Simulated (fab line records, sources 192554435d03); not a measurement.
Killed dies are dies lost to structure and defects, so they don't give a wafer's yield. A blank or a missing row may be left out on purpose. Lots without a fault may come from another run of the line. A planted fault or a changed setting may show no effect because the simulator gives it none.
fab line records | flow n5_finfet
record lots=5 wafers=14 last_day=15
route steps=1938 shown BEOL_M5@1160 PASSIVATION@1936
lots that met no fault: from a run of the same line without faults
start_h: hours from the record's first day to the start of the lot's first wafer shown | wait_h: hours since the lot's step before | " the same as in the row above | L1.1+2: a row that stands for several wafers | - no value, or no start given | * or withheld: withheld | < > ~ a bound
route shown NAME@n: a module of which the file shows steps, and the number in the route of the first | usual: mean/standard deviation of fault-free wafers | same: alike in all rows | chamber/n: place in a boat | sites: the reading at each site | _std_site: their standard deviation | _edge_site: outer sites' mean less inner sites' | radius_mm: how far each site lies from the wafer's centre | mask NAME#n: copy n | behind: the tool/chamber that last shaped the wafer | hold: why the lot was held/for how many hours/how that ended | device: the transistor (n, p or np) that didn't switch | end of line: the same wafers' tests at the end of the route | a step without rows: its recipe alone | killed: dies lost to structure and defects at the first sort, not the wafer's yield | map: a wafer's dies, x killed, . not, _ none there
set.NAME: the setting as run; set.NAME@STEP: as run at that earlier step | model.NAME: the simulator's own value behind a step, which no gauge read
lots at some steps of the route; a table a step, a row a wafer
services: from which hour (start_h, from the record's first day; less than 0 if before it) a tool's chamber was out of use, for how many hours, and why
## steps
# step N5_BEOL_M5_TRENCH_ETCH_37
# recipe chemistry=C4F6/O2 target_depth_a=716.52 target=SiCOH_lowk time_s=24.7 ion_energy_ev=250 pressure_mtorr=30 source_w=345 bias_w=185 Ar_flow_sccm=300 C4F6_flow_sccm=10 O2_flow_sccm=10
# usual drypump_motor_current_A=5.8/0.57 oes_product_au=0.79/0.096 rf_vpp_V=666/7.4 showerhead_plenum_p_Torr=2.87/0.1 throttle_valve_pct=20.92/0.18
# columns lot.wafer tool chamber start_h wait_h drypump_motor_current_A oes_product_au rf_hours_counter_h rf_vpp_V showerhead_plenum_p_Torr throttle_valve_pct
L784.2 rie_diel-04 0 - - 5.4 0.75 165 659 2.96 21.11
L784.4 " 2 " " 6.1 0.70 - 664 2.81 21.05
L784.5 " 1 " " 5.4 0.92 - 669 2.92 20.92
L785.2 rie_diel-04 3 - - 6.7 0.68 220 656 2.70 20.73
L785.3 " 2 " " 6.1 0.70 236 665 2.81 21.05
L785.6 " 0 " " 5.4 0.77 - 659 2.96 21.13
L788.3 rie_diel-04 0 - - 5.4 0.76 171 659 2.96 21.12
L788.4 " 1 " " 5.4 0.92 21 668 2.92 20.92
L788.6 " 3 " " 6.8 0.68 - 657 2.70 20.73
L794.3 rie_diel-03 2 - - 5.5 0.71 211 663 2.83 21.10
L794.4 " 1 " " 6.1 0.72 166 676 2.95 21.01
L794.5 " 0 " " 5.1 0.72 - 657 2.72 20.79
L795.1 rie_diel-01 0 - - 5.9 0.88 47 657 3.00 20.65
L795.3 " 3 " " 6.2 0.76 132 676 2.74 20.75
# step N5_BEOL_M5_ETCH_41
# recipe chemistry=CH3F/O2 target=SiCN target_depth_a=315 taper_deg=2 time_s=56.7 ion_energy_ev=120 mask_material=TiN pressure_mtorr=30 source_w=395 bias_w=75 Ar_flow_sccm=150 CH3F_flow_sccm=30 O2_flow_sccm=20
# usual drypump_motor_current_A=5.8/0.57 oes_product_au=0.79/0.097 rf_vpp_V=297.7/1.7 showerhead_plenum_p_Torr=2.02/0.075 throttle_valve_pct=16.32/0.18
# columns lot.wafer tool chamber start_h wait_h drypump_motor_current_A oes_product_au rf_hours_counter_h rf_vpp_V showerhead_plenum_p_Torr throttle_valve_pct
L784.2 rie_diel-04 0 - - 5.3 0.77 165 299.0 2.08 16.51
L784.4 " 2 " " 6.1 0.69 - 297.8 1.97 16.52
L784.5 " 1 " " 5.4 0.93 - 298.0 2.05 16.24
L785.2 rie_diel-04 3 - - 6.8 0.68 220 294.8 1.89 16.22
L785.3 " 2 " " 6.1 0.70 236 297.2 1.97 16.50
L785.6 " 0 " " 5.3 0.75 - 298.8 2.08 16.50
L788.3 rie_diel-04 0 - - 5.4 0.76 171 298.4 2.08 16.51
L788.4 " 1 " " 5.4 0.92 21 298.2 2.05 16.24
L788.6 " 3 " " 6.8 0.68 - 296.1 1.89 16.22
L794.3 rie_diel-03 2 - - 5.5 0.71 211 296.2 1.98 16.51
L794.4 " 1 " " 6.1 0.72 166 298.2 2.08 16.44
L794.5 " 0 " " 5.1 0.71 - 296.6 1.91 16.23
L795.1 rie_diel-01 0 - - 5.9 0.90 47 300.3 2.11 16.05
L795.3 " 3 " " 6.2 0.76 132 296.2 1.92 16.17
# step N5_BEOL_M5_STRIP_91
# recipe chemistry=N2/H2 time_s=10 power_w=450 temp_c=40 pressure_mtorr=20 rf_frequency_hz=6e+07 bias_power_w=7 n2_flow_sccm=200 h2_flow_sccm=200
# usual drypump_motor_current_A=5.8/0.57 oes_product_au=0.79/0.097 rf_vpp_V=59.1/0.89 showerhead_plenum_p_Torr=2.56/0.095 throttle_valve_pct=23.61/0.28
# columns lot.wafer tool chamber start_h wait_h drypump_motor_current_A oes_product_au rf_hours_counter_h rf_vpp_V showerhead_plenum_p_Torr throttle_valve_pct
L784.2 rie_diel-04 0 - - 5.4 0.75 165 59.9 2.64 23.94
L784.4 " 2 " " 6.1 0.70 - 59.6 2.50 23.81
L784.5 " 1 " " 5.4 0.94 - 59.3 2.58 23.44
L785.2 rie_diel-04 3 - - 6.8 0.68 220 58.6 2.40 23.21
L785.3 " 2 " " 6.1 0.69 236 58.0 2.50 23.82
L785.6 " 0 " " 5.4 0.76 - 60.5 2.64 23.95
L788.3 rie_diel-04 0 - - 5.4 0.75 171 60.1 2.64 23.94
L788.4 " 1 " " 5.4 0.91 21 58.2 2.58 23.44
L788.6 " 3 " " 6.7 0.67 - 59.5 2.40 23.21
L794.3 rie_diel-03 2 - - 5.5 0.71 211 59.2 2.51 24.06
L794.4 " 1 " " 6.1 0.72 166 59.5 2.64 23.59
L794.5 " 0 " " 5.1 0.71 - 59.6 2.42 23.41
L795.1 rie_diel-01 0 - - 5.9 0.89 47 60.1 2.69 23.28
L795.3 " 3 " " 6.2 0.76 133 57.7 2.44 23.44
# step N5_BEOL_M5_OCD_MEAS_38
# usual trench_depth_nm=71.8/1
# columns lot.wafer tool chamber start_h wait_h trench_depth_nm
L784.2 ocd-02 - 201.05 - 70.6
L784.4 " - " " 70.0
L784.5 " - " " 73.3
L785.2 ocd-01 - 203.50 - 70.2
L785.3 " - " " 71.9
L785.6 " - " " 71.9
L788.3 ocd-01 - 223.99 - 72.3
L788.4 " - " " 74.3
L788.6 " - " " 70.9
L794.3 ocd-02 - 254.39 - 72.0
L794.4 " - " " 71.3
L794.5 " - " " 73.1
L795.1 ocd-02 - 257.82 - 71.6
L795.3 " - " " 71.7
# step N5_BEOL_M5_HM_STRIP_39
# recipe chemistry=peroxide_tin_strip material=TiN target_depth_a=250 temp_c=50 time_s=158
# step N5_BEOL_M5_SRD_40
# recipe time_s=30 temp_c=23 rinse_liquid=diw dry=ipa_marangoni
# step N5_BEOL_M5_PRECLEAN_42
# recipe chemistry=residue_remover time_s=60 temp_c=40
# step N5_BEOL_M5_SRD_43
# recipe time_s=30 temp_c=23 rinse_liquid=diw dry=ipa_marangoni
# step N5_BEOL_M5_CD_MEAS_35
# recipe target_cd_nm=28 target_cd_y_nm=24 polarity=opening
# usual cd_nm=27.98/0.29
# columns lot.wafer tool chamber start_h wait_h cd_nm
L784.2 cd_sem-01 - 201.20 0.0 28.10
L784.4 " - " " 28.05
L784.5 " - " " 27.92
L785.2 cd_sem-03 - 203.65 0.0 28.35
L785.3 " - " " 28.54
L785.6 " - " " 28.38
L788.3 cd_sem-02 - 224.14 0.0 28.69
L788.4 " - " " 28.06
L788.6 " - " " 28.15
L794.3 cd_sem-02 - 254.55 0.0 27.46
L794.4 " - " " 28.03
L794.5 " - " " 27.75
L795.1 cd_sem-03 - 257.97 0.0 27.74
L795.3 " - " " 28.62
# step N5_BEOL_M5_CURE_80
# recipe temp_c=370 time_s=120 ambient=DMADMS/He material=SiCOH_lowk
# step N5_BEOL_M5_DEGAS_44
# recipe ambient=vacuum temp_c=250 time_s=60
# usual heater_power_w=316/28
# columns lot.wafer tool chamber start_h wait_h heater_power_w
L784.2 pvd_sputter-03 - 202.88 0.7 286
L784.4 " - " " 287
L784.5 " - " " 288
L785.2 pvd_sputter-01 - 204.76 0.5 327
L785.3 " - " " 321
L785.6 " - " " 363
L788.3 pvd_sputter-03 - 225.06 0.6 289
L788.4 " - " " 315
L788.6 " - " " 319
L794.3 pvd_sputter-01 - 255.49 0.8 268
L794.4 " - " " 321
L794.5 " - " " 350
L795.1 pvd_sputter-02 - 258.34 0.3 327
L795.3 " - " " 287
# step N5_BEOL_M5_PRE_CLEAN_45
# recipe gas=H2/He time_s=30 temp_c=250
# usual heater_power_w=316/27
# columns lot.wafer tool chamber start_h wait_h heater_power_w
L784.2 pvd_sputter-03 - 202.92 0.0 298
L784.4 " - " " 289
L784.5 " - " " 289
L785.2 pvd_sputter-01 - 204.80 0.0 323
L785.3 " - " " 318
L785.6 " - " " 351
L788.3 pvd_sputter-03 - 225.10 0.0 291
L788.4 " - " " 316
L788.6 " - " " 314
L794.3 pvd_sputter-01 - 255.53 0.0 270
L794.4 " - " " 316
L794.5 " - " " 348
L795.1 pvd_sputter-02 - 258.38 0.0 323
L795.3 " - " " 278
# step N5_BEOL_M5_ALD_86
# recipe material=TaN target_thk_a=* temp_c=275 ald_precursor_family=PDMAT ald_co_reactant=NH3 pressure_torr=3 carrier_flow_sccm=1500 pulse_time_s=2 purge_time_s=3 co_reactant_purge_time_s=2 co_reactant_pulse_time_s=3 ald_cycles=30 precursor_vessel_temp_c=75 precursor_vessel_pressure_torr=26.25 precursor_vessel_carrier_sccm=1000
# usual co_reactant_pulse_time_s=3/0 heater_power_outer_w=226/18 heater_power_w=419/29
# same pulse_time_s=2
# columns lot.wafer tool chamber start_h wait_h co_reactant_pulse_time_s heater_power_outer_w heater_power_w
L784.2 ald_metal-04 3 203.03 0.1 3 249 440
L784.4 " 0 " " 3 224 439
L784.5 " 1 " " 3 250 442
L785.2 ald_metal-04 3 204.86 0.0 3 249 448
L785.3 " 0 " " 3 221 454
L785.6 " 1 " " 3 255 446
L788.3 ald_metal-02 2 225.18 0.1 3 224 417
L788.4 " 0 " " 3 220 359
L788.6 " 2 " " 3 222 414
L794.3 ald_metal-03 1 255.59 0.0 3 243 436
L794.4 " 2 " " 3 191 376
L794.5 " 2 " " 3 194 368
L795.1 ald_metal-03 3 258.61 0.2 2.4418 212 427
L795.3 " 2 " " 2.4418 187 365
# step N5_BEOL_M5_SURFACE_TREAT_87
# recipe gas=Ar time_s=* ion_energy_ev=* ion_current_ma_cm2=0.5 pressure_mtorr=* ar_flow_sccm=30
# step N5_PASSIVATION_PROBE_49
# usual defect_limited_yield=91.7/1.5 killed_at_M0_to_M3=30/8.6 killed_at_M4_up=12/4.5 killed_at_contacts=13/5.8 killed_at_front_end=38/11 killed_at_other=4/3 killed_dies=97/17 killed_on_rim=13/3.6 killed_open=63/12 killed_short=32/8.8 sort_bin_5_function=4.8/0.91 sort_bin_6_memory=3.1/0.68 sort_n_pass=1083/17 sort_yield_pct=91.7/1.5
# same gross_dies=1180 killed_at_back_side=0 sort_bin_4_leakage[%]=0 sort_bin_8_speed[%]=0
# columns lot.wafer tool chamber start_h wait_h defect_limited_yield[%] killed_at_M0_to_M3 killed_at_M4_up killed_at_contacts killed_at_front_end killed_at_other killed_dies killed_on_rim killed_open killed_short sort_bin_5_function[%] sort_bin_6_memory[%] sort_n_pass sort_yield_pct[%]
L784.2 prober-02 - 302.21 0.1 93.3 23 8 11 33 4 79 6 51 26 4.4 2.2 1101 93.3
L784.4 prober-02 - 302.31 0.2 89.7 24 13 5 69 10 121 18 66 49 6.1 3.3 1059 89.7
L784.5 prober-02 - 302.36 0.2 91.4 24 11 10 51 5 101 8 68 29 5.0 3.0 1079 91.4
L788.3 prober-01 - 318.47 0.1 92.9 23 14 6 39 2 84 7 58 24 4.7 2.2 1096 92.9
L788.4 prober-01 - 318.52 0.2 92.3 27 10 9 42 3 91 16 60 31 4.0 3.2 1089 92.3
L788.6 prober-01 - 318.62 0.3 93.8 26 13 4 28 2 73 4 52 21 3.6 2.5 1107 93.8
L795.3 prober-01 - 357.59 0.1 90.9 34 16 25 27 5 107 14 75 32 5.2 3.4 1073 90.9
L794.3 prober-02 - 363.53 0.1 94.1 20 13 10 22 5 70 7 47 22 3.5 2.0 1110 94.1
L794.4 prober-02 - 363.58 0.2 93.5 29 11 9 28 0 77 10 57 18 3.7 2.8 1103 93.5
L794.5 prober-02 - 363.63 0.2 94.3 23 6 14 21 3 67 8 53 14 3.5 2.0 1113 94.3
# killed by level:class
L784.2 MOL_CONTACT_COAG:geometric_particle:open=11 BEOL_M0_SAQP:geometric_particle:short=10 STI_FIN_REVEAL:geometric_particle:open=7 BEOL_M0_SAQP:geometric_particle:open=5 FIN_SAQP:geometric_particle:short=4 STI_FIN_REVEAL:geometric_particle:short=4 BEOL_M2:geometric_particle:open=4 BEOL_M4:geometric_particle:open=4
L784.4 FIN_SAQP:geometric_particle:short=16 FIN_SAQP:geometric_particle:open=14 DUMMY_GATE:geometric_particle:open=7 BEOL_M0_SAQP:geometric_particle:short=7 MIM_TOP:geometric_particle:short=7 BEOL_M0_SAQP:geometric_particle:open=6 STI_FIN_REVEAL:geometric_particle:open=5 GATE_CUT:geometric_particle:short=5
L784.5 STI_FIN_REVEAL:geometric_particle:open=12 BEOL_M2:geometric_particle:open=10 FIN_SAQP:geometric_particle:open=9 MOL_CONTACT_COAG:geometric_particle:open=8 FIN_SAQP:geometric_particle:short=7 DUMMY_GATE:geometric_particle:open=4 ILD0:geometric_particle:open=4 BEOL_M0_SAQP:geometric_particle:short=4
L788.3 FIN_SAQP:geometric_particle:open=11 STI_FIN_REVEAL:geometric_particle:open=9 FIN_SAQP:geometric_particle:short=7 MOL_CONTACT_COAG:geometric_particle:open=6 BEOL_M1:geometric_particle:open=6 BEOL_M3:geometric_particle:open=5 BEOL_M0_SAQP:geometric_particle:open=4 BEOL_M4:geometric_particle:open=4
L788.4 STI_FIN_REVEAL:geometric_particle:open=15 FIN_SAQP:geometric_particle:short=8 FIN_SAQP:geometric_particle:open=8 BEOL_M3:geometric_particle:open=7 MOL_CONTACT_COAG:geometric_particle:open=5 BEOL_M1:geometric_particle:open=5 MOL_CONTACT_COAG:geometric_particle:short=4 BEOL_M0_SAQP:geometric_particle:short=4
L788.6 STI_FIN_REVEAL:geometric_particle:open=9 FIN_SAQP:geometric_particle:open=5 BEOL_M1:geometric_particle:open=5 BEOL_M3:geometric_particle:open=5 BEOL_M0_SAQP:geometric_particle:open=4 BEOL_M1:geometric_particle:short=4 BEOL_M4:geometric_particle:open=4 BEOL_M5:geometric_particle:open=4
L795.3 MOL_CONTACT_COAG:geometric_particle:open=18 BEOL_M3:geometric_particle:open=9 STI_FIN_REVEAL:geometric_particle:open=7 MOL_CONTACT_COAG:geometric_particle:short=7 BEOL_M5:geometric_particle:open=7 BEOL_M0_SAQP:geometric_particle:short=6 BEOL_M1:geometric_particle:open=6 FIN_SAQP:geometric_particle:open=4
L794.3 MOL_CONTACT_COAG:geometric_particle:open=8 BEOL_M3:geometric_particle:open=7 BEOL_M0_SAQP:geometric_particle:open=6 BEOL_M6:geometric_particle:open=5 FIN_SAQP:geometric_particle:short=4 BEOL_M0_SAQP:geometric_particle:short=4 STARTING-WAFER:geometric_particle:short=4 FIN_SAQP:geometric_particle:open=3
L794.4 MOL_CONTACT_COAG:geometric_particle:open=8 BEOL_M0_SAQP:geometric_particle:open=6 BEOL_M1:geometric_particle:open=6 STARTING-WAFER:geometric_particle:short=6 BEOL_M3:geometric_particle:open=5 BEOL_M6:geometric_particle:open=5 GATE_CUT:geometric_particle:open=4 BEOL_M0_SAQP:geometric_particle:short=4
L794.5 MOL_CONTACT_COAG:geometric_particle:open=12 BEOL_M3:geometric_particle:open=9 STI_FIN_REVEAL:geometric_particle:open=6 BEOL_M0_SAQP:geometric_particle:open=6 FIN_SAQP:geometric_particle:open=4 GATE_CUT:geometric_particle:short=4 BEOL_M2:geometric_particle:open=4 STARTING-WAFER:geometric_particle:open=4
## services
# columns tool chamber start_h hours kind
rie_diel-01 2 178.99 - clean
rie_diel-01 2 178.99 - consumable_replace:focus_ring
rie_diel-01 2 178.99 18.5 scheduled_down
rie_diel-01 2 178.99 18.5 vent_cycle
rie_diel-04 3 193.45 8.9 repair
ald_metal-04 2 201.60 33.2 repair
ald_metal-03 - 203.37 8.7 pm
rie_diel-04 - 211.67 2.8 pm
rie_diel-01 - 217.33 9.7 repair
rie_diel-04 - 217.33 2.1 repair
rie_diel-01 - 229.97 2.8 pm
rie_diel-04 1 239.23 6.4 repair
ald_metal-03 - 247.14 0.3 repair
rie_diel-04 2 247.20 - clean
rie_diel-04 2 247.20 - consumable_replace:focus_ring
rie_diel-04 2 247.20 17.3 scheduled_down
rie_diel-04 2 247.20 17.3 vent_cycle
ald_metal-02 - 248.30 8.7 pm
ald_metal-04 - 255.66 28.1 pm
## key
first_sign step=N5_BEOL_M5_ALD_86 reading=co_reactant_pulse_time_s direction=down sigmas=99+ usual=* struck=*
effect none on later readings
met_at N5_BEOL_M5_ALD_86
struck_wafers L795.1,L795.3
onset_between 255.59 258.61
fault kind=process_parameter_drift tool=ald_metal-03 chamber=- onset_h=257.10 steps=N5_BEOL_M5_ALD_86 channel=co_reactant_pulse_time_s offset=* shape=step end_h=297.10 scope=struck_wafers_only acts_in=* stated=*
